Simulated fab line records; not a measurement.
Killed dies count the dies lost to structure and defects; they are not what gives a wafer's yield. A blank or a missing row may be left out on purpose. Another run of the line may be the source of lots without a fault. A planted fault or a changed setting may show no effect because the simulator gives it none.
fab line records ; flow n5_finfet
record: lots: 6; wafers: 17; last_day: 18
route steps=1938 shown DUMMY_REMOVAL@384 HKMG_FIN@385 BEOL_M4@1111
lots with no fault: from the same line, run without faults
start_h: hours from the record's opening day to when the first of the lot's shown wafers began ; wait_h: time in hours since the lot's previous step ; " the same as in the row above ; L1.1+2: a row that stands for several wafers ; - value missing, or start not given ; * or withheld: withheld ; < > ~ a bound
route shown NAME@n: a module of which the file shows steps, and the number in the route of the first ; usual: mean/standard deviation of fault-free wafers ; same: alike in all rows ; chamber/n: place in a boat ; sites: per-site readings ; _std_site: standard deviation across them ; _edge_site: the outer-site mean with the inner-site mean subtracted ; radius_mm: for every site, how far away it sits from the centre of the wafer ; mask NAME#n: copy n ; behind: the most recent tool/chamber to have shaped the wafer ; hold: the reason the lot was held/the length of the hold in hours/how it ended ; device: the transistor (n, p or np) that didn't switch ; end of line: the route-end tests of the same wafers ; where a step has no rows: the recipe by itself ; killed: count of dies lost to structure and defects at first sort (not the wafer's yield) ; map: the dies of a wafer, with x for killed, . for not killed, _ for no die there
set.NAME: the setting the step ran with; set.NAME@STEP: the setting that earlier step ran with ; model.NAME: the simulator's own value behind a step, which no gauge read
a table for each step, a row for each wafer; lots at some steps of the route
services: the hour from which a tool's chamber was out of use, counted from the record's first day as start_h (under 0 if before that day), plus the number of hours and why
== steps ==
step: N5_DUMMY_REMOVAL_SRD_05
recipe: dry: ipa_marangoni; do_ppb: 5; time_s: 30; temp_c: 23; rinse_liquid: diw
step: N5_HKMG_FIN_IL_REGROW_00
recipe: material: SiO2; target_thk_a: 7.5; chemistry: O3; temp_c: withheld; time_s: 30
step: N5_HKMG_FIN_HK_ALD_01
recipe: material: HfO2; target_thk_a: 16; temp_c: withheld; ald_precursor_family: HfCl4; ald_co_reactant: H2O; pulse_time_s: 3; purge_time_s: 3; co_reactant_purge_time_s: 2.5; co_reactant_pulse_time_s: 0.3; ald_cycles: 30
usual: precursor_pulse_height_rel: 0.995/0.019
lot.wafer;tool;chamber;start_h;wait_h;precursor_pulse_height_rel
L952.1;ald_hk-03;3;86.37;0.0;1.005
L952.5;ald_hk-03;1;86.37;0.0;1.003
L952.6;ald_hk-03;0;86.37;0.0;0.979
L959.2;ald_hk-02;3;136.04;0.0;0.985
L959.3;ald_hk-02;2;136.04;0.0;1.005
L959.5;ald_hk-02;0;136.04;0.0;0.969
L963.1;ald_hk-01;1;144.64;0.0;0.968
L963.2;ald_hk-01;0;144.64;0.0;0.981
L963.3;ald_hk-01;2;144.64;0.0;1.016
L967.1;ald_hk-03;1;169.24;0.0;0.982
L967.5;ald_hk-03;0;169.24;0.0;0.960
L973.2;ald_hk-03;0;208.08;0.1;1.040
L973.4;ald_hk-03;1;208.08;0.1;0.979
L973.6;ald_hk-03;3;208.08;0.1;1.041
L974.1;ald_hk-03;3;216.48;0.1;1.005
L974.5;ald_hk-03;3;216.48;0.1;1.002
L974.6;ald_hk-03;2;216.48;0.1;1.032
step: N5_HKMG_FIN_HK_ANNEAL_02
recipe: temp_c: 700; time_s: 30; ambient: N2; idle_temp_c: 600; ramp_up_c_per_s: 150; ramp_down_c_per_s: 60; cool_to_c: 600
usual: lamp_power_pct: 8.80/0.056; lamp_zone_4_pct: 8.793/0.011; wafer_temp_C_max: 702.8/0.76
lot.wafer;tool;chamber;start_h;wait_h;lamp_power_pct;lamp_zone_4_pct;wafer_temp_C_max
L952.1;rtp_anneal-01;0;86.79;0.3;8.82;8.778;701.9
L952.5;rtp_anneal-01;0;86.79;0.3;8.87;8.790;702.2
L952.6;rtp_anneal-01;0;86.79;0.3;8.67;8.819;701.8
L959.2;rtp_anneal-01;0;136.37;0.3;8.87;8.796;704.7
L959.3;rtp_anneal-01;0;136.37;0.3;8.70;8.799;701.6
L959.5;rtp_anneal-01;0;136.37;0.3;8.77;8.800;702.9
L963.1;rtp_anneal-02;0;144.82;0.1;8.90;8.795;703.3
L963.2;rtp_anneal-02;0;144.82;0.1;8.83;8.781;701.7
L963.3;rtp_anneal-02;0;144.82;0.1;8.82;8.808;702.6
L967.1;rtp_anneal-01;0;169.50;0.2;8.74;8.802;702.1
L967.5;rtp_anneal-01;0;169.50;0.2;8.70;8.778;701.6
L973.2;rtp_anneal-01;0;208.45;0.2;8.84;8.794;703.3
L973.4;rtp_anneal-01;0;208.45;0.2;8.82;8.816;702.0
L973.6;rtp_anneal-01;0;208.45;0.2;8.81;8.786;701.6
L974.1;rtp_anneal-01;0;216.82;0.2;8.87;8.796;703.5
L974.5;rtp_anneal-01;0;216.82;0.2;8.81;8.792;702.5
L974.6;rtp_anneal-01;0;216.82;0.2;8.74;8.793;702.9
step: N5_HKMG_FIN_ALD_74
recipe: material: La2O3; target_thk_a: 5; temp_c: 250; ald_precursor_family: La-Cp; ald_co_reactant: O3; pulse_time_s: 6; co_reactant_pulse_time_s: 1; purge_time_s: 3; co_reactant_purge_time_s: 3
step: N5_HKMG_FIN_ALD_75
recipe: material: Al2O3; target_thk_a: 10; temp_c: 150; ald_precursor_family: TMA; ald_co_reactant: H2O; pulse_time_s: withheld; co_reactant_pulse_time_s: 1
step: N5_HKMG_FIN_COAT_41
recipe: resist: SOC; temp_c: 250; time_s: 60; spin_rpm: 1500; resist_thk_nm: 300
step: N5_HKMG_FIN_COAT_42
recipe: resist: SiARC; temp_c: 220; time_s: 60; spin_rpm: 1500; resist_thk_nm: 35
step: N5_HKMG_FIN_COAT_43
recipe: resist: CAR-ArF; spin_rpm: 1500; resist_thk_nm: 90
step: N5_HKMG_FIN_EBR_45
recipe: solvent: PGMEA; ebr_width_mm: 1.5
step: N5_HKMG_FIN_SOFTBAKE_44
recipe: temp_c: 110; time_s: 60; resist: CAR-ArF
step: N5_HKMG_FIN_EXPOSE_46
recipe: mask_id: NDIPOLE; na: 1.35; source_shape: conventional; sigma_outer: 0.8; polarization: unpolarized; dose_mj: 40
step: N5_HKMG_FIN_PEB_47
recipe: peb_temp_c: withheld; peb_time_s: 60; resist: CAR-ArF
lot.wafer;tool;chamber;start_h;wait_h
L952.1+5+6;litho_track-03;0;87.48;0.1
L959.2+3+5;litho_track-04;0;137.03;0.0
L963.1+2+3;litho_track-03;0;145.39;0.1
L967.1+5;litho_track-03;0;170.07;0.1
L973.2+4+6;litho_track-04;0;208.99;0.0
L974.1+5+6;litho_track-05;0;217.39;0.1
step: N5_HKMG_FIN_DEVELOP_48
recipe: develop_time_s: 30; developer: TMAH; resist: CAR-ArF; rinse_liquid: diw; dry: air_spin; dev_temp_c: 23
step: N5_HKMG_FIN_CD_MEAS_49
recipe: target_cd_nm: 202; landing_energy_ev: 500; detector: se_inlens; polarity: opening
usual: cd_nm: 201.7/0.61
lot.wafer;tool;chamber;start_h;wait_h;cd_nm
L952.1;cd_sem-01;0;87.55;-;201.8
L952.5;cd_sem-01;0;87.55;-;201.9
L952.6;cd_sem-01;0;87.55;-;201.3
L959.2;cd_sem-03;0;137.10;-;202.8
L959.3;cd_sem-03;0;137.10;-;203.0
L959.5;cd_sem-03;0;137.10;-;201.5
L963.1;cd_sem-03;0;145.45;-;199.6
L963.2;cd_sem-03;0;145.45;-;201.4
L963.3;cd_sem-03;0;145.45;-;201.7
L967.1;cd_sem-03;0;170.14;-;199.5
L967.5;cd_sem-03;0;170.14;-;202.1
L973.2;cd_sem-02;0;209.05;-;201.0
L973.4;cd_sem-02;0;209.05;-;200.8
L973.6;cd_sem-02;0;209.05;-;201.2
L974.1;cd_sem-01;0;217.45;-;201.9
L974.5;cd_sem-01;0;217.45;-;202.8
L974.6;cd_sem-01;0;217.45;-;202.5
step: N5_HKMG_FIN_OVL_MEAS_50
recipe: points_per_wafer: 44
usual: NDIPOLE_OVL: 0.2/0.8
lot.wafer;tool;chamber;start_h;wait_h;NDIPOLE_OVL[nm]
L952.1;overlay-02;0;87.58;0.0;1.2
L952.5;overlay-02;0;87.58;0.0;-0.2
L952.6;overlay-02;0;87.58;0.0;-0.1
L959.2;overlay-02;0;137.13;0.0;-0.3
L959.3;overlay-02;0;137.13;0.0;0.4
L959.5;overlay-02;0;137.13;0.0;-0.2
L963.1;overlay-01;0;145.48;0.0;0.7
L963.2;overlay-01;0;145.48;0.0;0.2
L963.3;overlay-01;0;145.48;0.0;0.4
L967.1;overlay-02;0;170.17;0.0;0.7
L967.5;overlay-02;0;170.17;0.0;0.0
L973.2;overlay-01;0;209.08;0.0;0.4
L973.4;overlay-01;0;209.08;0.0;0.9
L973.6;overlay-01;0;209.08;0.0;0.9
L974.1;overlay-02;0;217.48;0.0;0.0
L974.5;overlay-02;0;217.48;0.0;0.6
L974.6;overlay-02;0;217.48;0.0;1.1
step: N5_HKMG_FIN_INSPECT_61
recipe: mode: adi; inspect_instrument: macro
usual: raw_defect_count: 2.1/1.3
lot.wafer;tool;chamber;start_h;wait_h;raw_defect_count
L952.1;defect_inspect-02;-;87.60;0.0;2
L952.5;defect_inspect-02;-;87.60;0.0;0
L952.6;defect_inspect-02;-;87.60;0.0;4
L959.2;defect_inspect-01;-;137.15;0.0;1
L959.3;defect_inspect-01;-;137.15;0.0;1
L959.5;defect_inspect-01;-;137.15;0.0;1
L963.1;defect_inspect-02;-;145.51;0.0;2
L963.2;defect_inspect-02;-;145.51;0.0;3
L963.3;defect_inspect-02;-;145.51;0.0;1
L967.1;defect_inspect-01;-;170.19;0.0;0
L967.5;defect_inspect-01;-;170.19;0.0;2
L973.2;defect_inspect-02;-;209.11;0.0;2
L973.4;defect_inspect-02;-;209.11;0.0;7
L973.6;defect_inspect-02;-;209.11;0.0;3
L974.1;defect_inspect-01;-;217.51;0.0;2
L974.5;defect_inspect-01;-;217.51;0.0;4
L974.6;defect_inspect-01;-;217.51;0.0;2
step: N5_HKMG_FIN_DESCUM_53
recipe: chemistry: O2; time_s: 7.9; source_power_w: 50; bias_power_w: 20; pressure_mtorr: 20; rf_frequency_hz: 2.712e+07; temp_c: 40; resist: CAR-ArF; o2_flow_sccm: 225
step: N5_HKMG_FIN_ETCH_54
recipe: chemistry: CF4; target: SiARC; target_depth_a: 455; mask_material: CAR-ArF; time_s: 75.8; ion_energy_ev: 80; pressure_mtorr: 40; source_w: 545; bias_w: 36; Ar_flow_sccm: 100; cf4_flow_sccm: 100; ends: cleared
usual: bias_w: 35.98/0.12; drypump_motor_current_A: 5.4/0.33; etch_rf_on_time_s: 74.9/1.7; oes_product_au: 0.65/0.064; rf_vpp_V: 184.6/0.89; showerhead_plenum_p_Torr: 2.19/0.052; throttle_valve_pct: 15.64/0.13
lot.wafer;tool;chamber;start_h;wait_h;bias_w;drypump_motor_current_A;etch_rf_on_time_s;oes_product_au;rf_hours_counter_h;rf_vpp_V;showerhead_plenum_p_Torr;throttle_valve_pct;model.HKMG_FIN.cd_offset_nm
L952.1;rie_diel-06;2;87.67;0.0;36.02;4.9;75.6;0.64;139;184.2;2.23;15.36;0.2
L952.5;rie_diel-06;2;87.67;0.0;36.10;4.9;75.6;0.65;-;185.7;2.23;15.36;0.4
L952.6;rie_diel-06;0;87.67;0.0;36.04;5.2;74.4;0.69;-;186.6;2.25;15.75;-0.8
L959.2;rie_diel-01;1;137.32;0.0;36.04;6.1;73.6;0.71;74;185.0;2.16;15.46;0.4
L959.3;rie_diel-01;2;137.32;0.0;35.99;4.8;74.3;0.64;178;184.4;2.14;15.68;0.8
L959.5;rie_diel-01;3;137.32;0.0;36.08;5.2;77.6;0.62;-;183.3;2.13;15.56;-0.4
L963.1;rie_diel-01;0;145.64;0.0;35.92;5.5;75.2;0.60;220;185.9;2.21;15.54;-2.8
L963.2;rie_diel-01;3;145.64;0.0;35.85;5.2;76.4;0.62;204;183.6;2.13;15.58;-1
L963.3;rie_diel-01;2;145.64;0.0;35.92;4.8;74.1;0.63;183;184.6;2.13;15.68;-0.2
L967.1;rie_diel-06;1;170.26;0.0;36.02;5.6;75.5;0.61;207;184.7;2.21;15.56;-2.4
L967.5;rie_diel-06;1;170.26;0.0;36.13;5.6;75.6;0.61;-;185.0;2.21;15.58;0.2
L973.2;rie_diel-01;1;209.18;0.0;36.11;6.1;73.0;0.68;98;184.8;2.15;15.54;-1
L973.4;rie_diel-01;3;209.18;0.0;35.78;5.2;78.1;0.59;227;184.3;2.12;15.64;-1.2
L973.6;rie_diel-01;0;209.18;0.0;35.94;5.6;75.7;0.58;-;184.2;2.21;15.60;-1
L974.1;rie_diel-02;2;217.58;0.0;35.96;5.4;74.8;0.60;232;183.4;2.21;15.83;0.2
L974.5;rie_diel-02;2;217.58;0.0;36.12;5.5;75.4;0.60;-;184.8;2.21;15.84;0.6
L974.6;rie_diel-02;1;217.58;0.0;36.04;5.6;79.1;0.59;-;184.6;2.21;15.85;0.2
step: N5_HKMG_FIN_ETCH_55
recipe: chemistry: N2/H2; target: SOC; target_depth_a: 2400; temp_c: 40; time_s: 300; ion_energy_ev: 200; mask_material: SiARC; pressure_mtorr: 30; source_w: 840; bias_w: 150; n2_flow_sccm: 200; h2_flow_sccm: 200
usual: bias_w: 150.0/0.39; drypump_motor_current_A: 5.4/0.34; oes_product_au: 0.77/0.076; rf_vpp_V: 525.3/1.9; showerhead_plenum_p_Torr: 2.59/0.063; throttle_valve_pct: 17.85/0.18
lot.wafer;tool;chamber;start_h;wait_h;bias_w;drypump_motor_current_A;oes_product_au;rf_hours_counter_h;rf_vpp_V;showerhead_plenum_p_Torr;throttle_valve_pct
L952.1;rie_diel-06;2;87.73;0.0;149.5;5.0;0.76;139;526.5;2.64;17.61
L952.5;rie_diel-06;2;87.73;0.0;149.5;5.0;0.76;-;527.1;2.64;17.62
L952.6;rie_diel-06;0;87.73;0.0;150.3;5.2;0.81;-;527.1;2.68;18.13
L959.2;rie_diel-01;1;137.38;0.0;149.5;6.1;0.83;74;523.5;2.57;17.80
L959.3;rie_diel-01;2;137.38;0.0;149.6;4.8;0.75;178;523.4;2.54;17.87
L959.5;rie_diel-01;3;137.38;0.0;149.8;5.2;0.72;-;523.4;2.52;17.79
L963.1;rie_diel-01;0;145.70;0.0;150.4;5.6;0.70;220;526.2;2.62;17.79
L963.2;rie_diel-01;3;145.70;0.0;150.5;5.2;0.72;204;523.6;2.52;17.80
L963.3;rie_diel-01;2;145.70;0.0;150.3;4.8;0.74;183;523.3;2.54;17.87
L967.1;rie_diel-06;1;170.32;0.0;149.3;5.6;0.72;207;525.9;2.61;17.59
L967.5;rie_diel-06;1;170.32;0.0;150.1;5.6;0.73;-;526.8;2.61;17.59
L973.2;rie_diel-01;1;209.23;0.0;149.6;6.2;0.79;99;523.6;2.56;17.85
L973.4;rie_diel-01;3;209.23;0.0;149.5;5.3;0.70;227;524.1;2.51;17.83
L973.6;rie_diel-01;0;209.23;0.0;150.4;5.6;0.67;-;525.8;2.61;17.83
L974.1;rie_diel-02;2;217.63;0.0;150.0;5.4;0.70;232;525.9;2.60;17.91
L974.5;rie_diel-02;2;217.63;0.0;149.9;5.4;0.71;-;526.6;2.60;17.92
L974.6;rie_diel-02;1;217.63;0.0;149.7;5.7;0.69;-;526.4;2.63;18.22
step: N5_HKMG_FIN_STRIP_56
recipe: chemistry: N2/H2; temp_c: 40; n2_flow_sccm: 200; h2_flow_sccm: 200; rf_frequency_hz: 6e+07
step: N5_HKMG_FIN_STRIP_57
recipe: chemistry: CF4; resist: SiARC; power_w: 300; bias_power_w: 75; pressure_mtorr: 50; cf4_flow_sccm: 150; rf_frequency_hz: 6e+07
usual: drypump_motor_current_A: 5.4/0.34; oes_product_au: 0.75/0.067; rf_vpp_V: 272.0/1.3; showerhead_plenum_p_Torr: 1.83/0.045; throttle_valve_pct: 13.62/0.15
lot.wafer;tool;chamber;start_h;wait_h;drypump_motor_current_A;oes_product_au;rf_hours_counter_h;rf_vpp_V;showerhead_plenum_p_Torr;throttle_valve_pct
L952.1;rie_diel-06;2;87.92;0.0;5.0;0.75;139;273.2;1.85;13.30
L952.5;rie_diel-06;2;87.92;0.0;4.9;0.75;-;275.8;1.85;13.31
L952.6;rie_diel-06;0;87.92;0.0;5.2;0.79;-;275.9;1.88;13.70
L959.2;rie_diel-01;1;137.57;0.0;6.1;0.80;74;271.9;1.82;13.44
L959.3;rie_diel-01;2;137.57;0.0;4.8;0.73;178;269.7;1.78;13.65
L959.5;rie_diel-01;3;137.57;0.0;5.2;0.73;-;271.7;1.78;13.55
L963.1;rie_diel-01;0;145.89;0.0;5.6;0.69;220;272.6;1.85;13.55
L963.2;rie_diel-01;3;145.89;0.0;5.2;0.73;204;271.1;1.78;13.54
L963.3;rie_diel-01;2;145.89;0.0;4.8;0.72;183;271.2;1.78;13.66
L967.1;rie_diel-06;1;170.51;0.0;5.6;0.71;208;272.5;1.86;13.60
L967.5;rie_diel-06;1;170.51;0.0;5.6;0.70;-;273.7;1.86;13.61
L973.2;rie_diel-01;1;209.42;0.0;6.1;0.79;99;271.8;1.81;13.52
L973.4;rie_diel-01;3;209.42;0.0;5.2;0.70;228;271.2;1.77;13.63
L973.6;rie_diel-01;0;209.42;0.0;5.6;0.68;-;272.3;1.84;13.59
L974.1;rie_diel-02;2;217.82;0.0;5.4;0.69;232;273.0;1.85;13.84
L974.5;rie_diel-02;2;217.82;0.0;5.4;0.69;-;271.2;1.85;13.84
L974.6;rie_diel-02;1;217.82;0.0;5.7;0.70;-;272.8;1.86;13.88
step: N5_HKMG_FIN_ETCH_58
recipe: chemistry: N2/H2; target: SOC; target_depth_a: 2158; ion_energy_ev: 50; bias_w: 13; time_s: 741; pressure_mtorr: 30; source_w: 875; n2_flow_sccm: 200; h2_flow_sccm: 200
usual: bias_w: 13.00/0.041; drypump_motor_current_A: 5.4/0.34; oes_product_au: 0.76/0.075; rf_vpp_V: 99.4/0.93; showerhead_plenum_p_Torr: 2.59/0.063; throttle_valve_pct: 17.81/0.18
lot.wafer;tool;chamber;start_h;wait_h;bias_w;drypump_motor_current_A;oes_product_au;rf_hours_counter_h;rf_vpp_V;showerhead_plenum_p_Torr;throttle_valve_pct;model.HKMG_FIN.cd_offset_nm
L952.1;rie_diel-06;2;87.94;0.0;12.89;5.0;0.76;139;99.1;2.64;17.56;-0.2
L952.5;rie_diel-06;2;87.94;0.0;12.95;5.0;0.77;-;99.4;2.64;17.56;-0.2
L952.6;rie_diel-06;0;87.94;0.0;13.02;5.2;0.81;-;100.2;2.68;18.08;-1
L959.2;rie_diel-01;1;137.59;0.0;12.97;6.1;0.82;74;100.7;2.57;17.73;1.2
L959.3;rie_diel-01;2;137.59;0.0;12.99;4.8;0.75;178;99.2;2.54;17.83;1
L959.5;rie_diel-01;3;137.59;0.0;13.03;5.3;0.73;-;99.0;2.52;17.75;0
L963.1;rie_diel-01;0;145.91;0.0;12.94;5.6;0.70;220;100.3;2.63;17.73;-2.2
L963.2;rie_diel-01;3;145.91;0.0;12.98;5.3;0.73;204;100.4;2.52;17.75;-0.4
L963.3;rie_diel-01;2;145.91;0.0;12.95;4.8;0.75;183;98.2;2.54;17.84;0.6
L967.1;rie_diel-06;1;170.53;0.0;12.97;5.6;0.72;208;97.7;2.61;17.53;-2.2
L967.5;rie_diel-06;1;170.53;0.0;13.00;5.6;0.72;-;99.5;2.61;17.54;0.4
L973.2;rie_diel-01;1;209.44;0.0;13.01;6.1;0.80;99;98.7;2.56;17.80;-0.2
L973.4;rie_diel-01;3;209.44;0.0;12.95;5.2;0.70;228;98.8;2.51;17.80;-1.4
L973.6;rie_diel-01;0;209.44;0.0;12.97;5.6;0.67;-;98.8;2.62;17.77;-0.8
L974.1;rie_diel-02;2;217.84;0.0;12.99;5.4;0.70;232;99.3;2.60;17.89;0.4
L974.5;rie_diel-02;2;217.84;0.0;13.00;5.4;0.71;-;99.1;2.60;17.87;1
L974.6;rie_diel-02;1;217.84;0.0;12.97;5.7;0.69;-;98.0;2.63;18.17;0.2
step: N5_HKMG_FIN_STRIP_93
recipe: chemistry: N2/H2; material: SOC; time_s: 20; power_w: 500; temp_c: 40; pressure_mtorr: 50; rf_frequency_hz: 6e+07; bias_power_w: 8; h2_frac: 0.5; n2_flow_sccm: 300; h2_flow_sccm: 300
usual: drypump_motor_current_A: 5.4/0.34; oes_product_au: 0.76/0.076; rf_vpp_V: 54.4/0.87; showerhead_plenum_p_Torr: 3.43/0.081; throttle_valve_pct: 19.1/0.4
lot.wafer;tool;chamber;start_h;wait_h;drypump_motor_current_A;oes_product_au;rf_hours_counter_h;rf_vpp_V;showerhead_plenum_p_Torr;throttle_valve_pct
L952.1;rie_diel-06;2;88.36;0.2;5.0;0.75;139;54.3;3.49;19.1
L952.5;rie_diel-06;2;88.36;0.2;5.0;0.76;-;54.2;3.49;19.1
L952.6;rie_diel-06;0;88.36;0.2;5.2;0.80;-;54.4;3.53;19.9
L959.2;rie_diel-01;1;138.02;0.2;6.1;0.83;74;54.5;3.40;19.2
L959.3;rie_diel-01;2;138.02;0.2;4.8;0.74;178;55.4;3.35;18.8
L959.5;rie_diel-01;3;138.02;0.2;5.2;0.72;-;55.3;3.33;19.1
L963.1;rie_diel-01;0;146.33;0.2;5.6;0.70;221;54.9;3.46;19.2
L963.2;rie_diel-01;3;146.33;0.2;5.3;0.73;204;54.2;3.33;19.1
L963.3;rie_diel-01;2;146.33;0.2;4.8;0.74;183;54.3;3.35;18.8
L967.1;rie_diel-06;1;170.95;0.2;5.6;0.72;208;54.5;3.44;18.5
L967.5;rie_diel-06;1;170.95;0.2;5.6;0.72;-;54.2;3.44;18.5
L973.2;rie_diel-01;1;209.87;0.2;6.1;0.81;99;53.8;3.38;19.2
L973.4;rie_diel-01;3;209.87;0.2;5.3;0.70;228;53.3;3.32;19.1
L973.6;rie_diel-01;0;209.87;0.2;5.6;0.69;-;54.6;3.45;19.2
L974.1;rie_diel-02;2;218.27;0.2;5.4;0.69;233;53.9;3.44;19.0
L974.5;rie_diel-02;2;218.27;0.2;5.4;0.70;-;53.2;3.44;19.0
L974.6;rie_diel-02;1;218.27;0.2;5.7;0.69;-;53.4;3.47;19.8
step: N5_BEOL_M4_RC_MEAS_101
usual: DIBL_N: 36.1/1.6; DIBL_P: 36.6/1.9; IOFF_N: 0.160/0.026; IOFF_P: 0.210/0.028; ION_N: 677/10; ION_P: 464/6.9; SS_N: 71.4/0.56; SS_P: 73.3/0.61; VT_N: 249.1/2.6; VT_P: -250/3.3
lot.wafer;tool;chamber;start_h;wait_h;DIBL_N[mV/V];DIBL_P[mV/V];IOFF_N[nA/um];IOFF_P[nA/um];ION_N[uA/um];ION_P[uA/um];SS_N[mV/dec];SS_P[mV/dec];VT_N[mV];VT_P[mV]
L952.1;prober-01;0;186.65;0.0;35.2;33.4;0.119;0.168;650;449;71.2;73.2;254.1;-255
L952.5;prober-01;0;186.65;0.0;36.1;36.1;0.137;0.200;663;462;71.7;73.8;252.2;-253
L952.6;prober-01;0;186.65;0.0;34.8;33.5;0.116;0.166;672;459;71.1;73.0;254.5;-253
L959.2;prober-01;0;248.25;0.2;36.9;38.4;0.197;0.249;676;464;72.4;73.6;248.7;-246
L959.3;prober-01;0;248.25;0.2;35.1;36.1;0.152;0.201;680;462;71.3;73.3;250.6;-252
L959.5;prober-01;0;248.25;0.2;36.4;38.5;0.190;0.250;689;471;71.6;73.7;249.5;-247
L963.1;prober-02;0;258.36;0.0;37.2;37.7;0.173;0.208;684;460;70.5;74.1;247.6;-253
L963.2;prober-02;0;258.36;0.0;37.6;37.8;0.172;0.208;676;460;71.7;73.6;249.6;-254
L963.3;prober-02;0;258.36;0.0;36.6;36.1;0.159;0.182;676;460;71.7;73.2;249.6;-256
L967.1;prober-02;0;277.92;0.0;37.9;39.3;0.189;0.240;679;464;70.8;73.7;248.4;-248
L967.5;prober-02;0;277.92;0.0;36.5;36.5;0.155;0.205;683;466;71.0;73.3;250.9;-249
L973.2;prober-02;0;295.88;0.2;38.9;38.6;0.187;0.274;685;468;72.2;74.3;246.1;-245
L973.4;prober-02;0;295.88;0.2;37.3;35.3;0.154;0.229;667;465;71.5;72.6;250.8;-246
L973.6;prober-02;0;295.88;0.2;35.5;33.3;0.126;0.190;651;456;71.3;73.8;252.3;-251
L974.1;prober-02;0;328.40;0.0;35.9;36.2;0.165;0.220;675;465;71.3;72.9;248.0;-247
L974.5;prober-02;0;328.40;0.0;36.9;37.6;0.188;0.245;692;470;72.3;73.3;245.3;-247
L974.6;prober-02;0;328.40;0.0;33.7;34.3;0.128;0.188;654;455;71.6;72.3;249.6;-251
== services ==
tool;chamber;start_h;hours;kind
rie_diel-01;1;81.67;5.2;repair
rie_diel-02;0;81.85;-;clean
rie_diel-02;0;81.85;-;consumable_replace:focus_ring
rie_diel-02;0;81.85;-;consumable_replace:showerhead
rie_diel-02;0;81.85;16.1;scheduled_down
rie_diel-02;0;81.85;16.1;vent_cycle
rie_diel-02;2;82.00;6.6;repair
rie_diel-01;-;85.27;0.6;repair
rie_diel-06;3;86.01;8.5;repair
rie_diel-02;1;87.60;7.7;repair
ald_hk-02;-;93.07;6.0;pm
rie_diel-02;1;101.25;2.7;repair
rie_diel-06;3;105.77;-;clean
rie_diel-06;3;105.77;-;consumable_replace:focus_ring
rie_diel-06;3;105.77;17.6;scheduled_down
rie_diel-06;3;105.77;17.6;vent_cycle
rie_diel-06;-;127.99;14.6;pm
litho_track-04;-;138.65;-;consumable_replace:filter
rie_diel-01;1;191.40;6.2;repair
rie_diel-06;2;200.16;11.6;repair
litho_track-03;-;208.14;-;consumable_replace:filter
== key ==
first_sign: step: N5_HKMG_FIN_CD_MEAS_49; reading: cd_nm; direction: down; sigmas: 3.6; usual: 201.7; struck: 199.5
effect none on later readings
model_effect: step: N5_HKMG_FIN_ETCH_54; value: HKMG_FIN.cd_offset_nm; without: -0.8; struck: -2.6
model_effect: step: N5_HKMG_FIN_ETCH_58; value: HKMG_FIN.cd_offset_nm; without: -0.3; struck: -2.2
met_at N5_HKMG_FIN_PEB_47
struck_wafers L963.1,L967.1
onset_between 87.48 145.39
fault: kind: process_parameter_drift; tool: litho_track-03; chamber: -; onset_h: 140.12; steps: N5_HKMG_FIN_PEB_47; channel: peb_time_s; offset: *; shape: step; end_h: 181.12; scope: struck_wafers_only; acts_in: *; stated: *
